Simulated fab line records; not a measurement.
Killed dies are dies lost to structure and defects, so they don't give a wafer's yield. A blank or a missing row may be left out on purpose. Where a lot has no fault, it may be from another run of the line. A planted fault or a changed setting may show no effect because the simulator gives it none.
Split-lot experiment ; flow n5_finfet ; 21 wafers read from 7 lots, route of 1938 steps

== THE SPLIT ITSELF ==
At N5_BEOL_M14_ETCH_68 (etches SOC in N2/H2, time 450 s), the setting time_s was moved away from the recipe's 450 s on 7 of the 21 wafers read, by -17.2% to +22.2%. For the rest of the wafers, this setting stayed at what the recipe calls for.

Reading taken at the split's own step.

== THE READING ==
SiARC_of_BEOL_M14_COAT_66.thk_nm (the simulator's own value, which no gauge read), in nm, at N5_BEOL_M14_ETCH_68 (etches SOC in N2/H2, time 450 s). No usual value for it is given in the file. Here, 14 wafers ran the recipe; their average is 65.9 nm with a standard deviation of 1 nm.

wafer;tool, chamber at the split;time_s as run, s;against the recipe;SiARC_of_BEOL_M14_COAT_66.thk_nm, nm;against lot-mates on the recipe
L077.1;rie_diel-05, 3;450;recipe;65;-
L077.2;rie_diel-05, 0;450;recipe;64.4;-
L077.3;rie_diel-05, 1;372.4;-17.2%;72.6;+7.9
L078.3;rie_diel-04, 2,1;450;recipe;66.2;-
L078.5;rie_diel-04, 2,1;450;recipe;66.2;-
L078.4;rie_diel-04, 0;450;recipe;65.8;-
L079.2;rie_diel-04, 2;450;recipe;66.4;-
L079.4;rie_diel-04, 1;450;recipe;67.4;-
L079.5;rie_diel-04, 1;450;recipe;67.6;-
L080.3;rie_diel-04, 1;450;recipe;66.8;-
L080.4;rie_diel-04, 0;544.4;+21.0%;57;-9.8
L080.5;rie_diel-04, 3;544.4;+21.0%;55;-11.8
L091.4;rie_diel-04, 1;401.4;-10.8%;71.6;+5.6
L091.5;rie_diel-04, 2;450;recipe;66;-
L091.6;rie_diel-04, 0;401.4;-10.8%;70;+4.0
L094.2;rie_diel-06, 2;450;recipe;65.2;-
L094.3;rie_diel-06, 0;450;recipe;66;-
L094.4;rie_diel-06, 1;450;recipe;64.4;-
L095.2;rie_diel-06, 3;450;recipe;64.6;-
L095.3;rie_diel-06, 0;549.9;+22.2%;56.2;-8.4
L095.5;rie_diel-06, 3;549.9;+22.2%;54.6;-10.0
Rows listing several chambers each stand for several wafers; the file does not say which wafer went through which chamber.

FIT RESULTS
A straight line over all 21 wafers: SiARC_of_BEOL_M14_COAT_66.thk_nm changes by -0.457 nm for each +1% of time_s; r = -0.98; the points scatter about the line by 1 nm.
The same after taking each lot's own level away (the mean of its wafers on the recipe; 21 wafers): -0.459 nm for each +1%; r = -0.99; scatter 0.78 nm.
According to that fit, moving time_s by its largest amount changes the reading by 10 nm.
Across the lots, their own levels run from 64.60 to 67.13 nm, a range of 2.5 times the standard deviation given above.
The two slopes are in agreement: the lot-to-lot level therefore moves the slope only a little.
Check: -10.7 nm against its lot-mates is what the line predicts for one of the wafers moved furthest among these (+22.2%) when that wafer is left out of the fit. It came out at -8.4 nm against them.

== FURTHER SPLITS ON THESE WAFERS ==
Note: prior to the reading, these wafers also went through further splits. Each is held against what the fit with the lots' levels taken away leaves over:
other split on the same wafers;wafers away from the commonest value;r with SiARC_of_BEOL_M14_COAT_66.thk_nm (lot level and that fit taken away)
N5_BEOL_M11_COAT_63 spin_rpm;8;+0.15
N5_BEOL_M11_TRENCH_ETCH_37 time_s;8;-0.06
N5_BEOL_M11_ALD_74 ald_cycles;4;-0.05
N5_BEOL_M13_ETCH_59 time_s;8;-0.35
N5_BEOL_M13_COAT_65 spin_rpm;9;-0.21

== FILE'S OWN FIT ==
SiARC_of_BEOL_M14_COAT_66.thk_nm changes by -0.459 nm for each +1% of time_s, r = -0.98.
